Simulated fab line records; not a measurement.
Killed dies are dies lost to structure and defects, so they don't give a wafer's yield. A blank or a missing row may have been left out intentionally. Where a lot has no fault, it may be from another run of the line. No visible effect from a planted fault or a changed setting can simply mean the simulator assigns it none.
Matching of chambers -- flow nand_harc -- rie_diel-01 running NHARC_A_M0_STRIP_18: 4 sister chambers
The step strips in N2/H2. 7 wafers are shown with their chamber, then 7 later ones without.

== WAFERS WITH THEIR CHAMBER ==
wafer,chamber,showerhead_plenum_p_Torr (Torr),drypump_motor_current_A (A)
L381.1,0,1.91,5.1
L381.2,3,1.97,6.1
L382.1,1,1.99,6.2
L382.2,2,2.20,4.8
L382.3,3,1.97,6.0
L392.1,2,2.19,4.8
L392.2,1,1.99,6.2

== WAFERS WITH NO CHAMBER GIVEN ==
wafer,showerhead_plenum_p_Torr (Torr),drypump_motor_current_A (A)
L392.4,1.96,6.1
L393.1,1.96,6.0
L393.2,1.99,6.2
L393.5,1.99,6.2
L396.2,1.96,6.1
L396.5,1.99,6.2
L396.6,1.96,6.0

== CHAMBER TAKEN BY EACH ==
wafer,from the rows above,in truth
L392.4,3,3
L393.1,3,3
L393.2,1,1
L393.5,1,1
L396.2,3,3
L396.5,1,1
L396.6,3,3
Placed correctly: 7 of 7. Can't be placed from these rows: 0. Placed wrongly: 0.
How it was worked out, from the rows above alone: a wafer's distance from a chamber is the root of the sum, over the readings, of the square of ((its reading less the chamber's mean) divided by the reading's scatter). The wafer belongs to the nearest chamber; if the next one is less than 2 further off, it can't be placed. The mean given for a chamber averages the wafers shown for that chamber. The scatter is the square root of a quotient: the sum, over the shown wafers, of each reading's squared deviation from its chamber's mean, divided by wafers minus chambers.
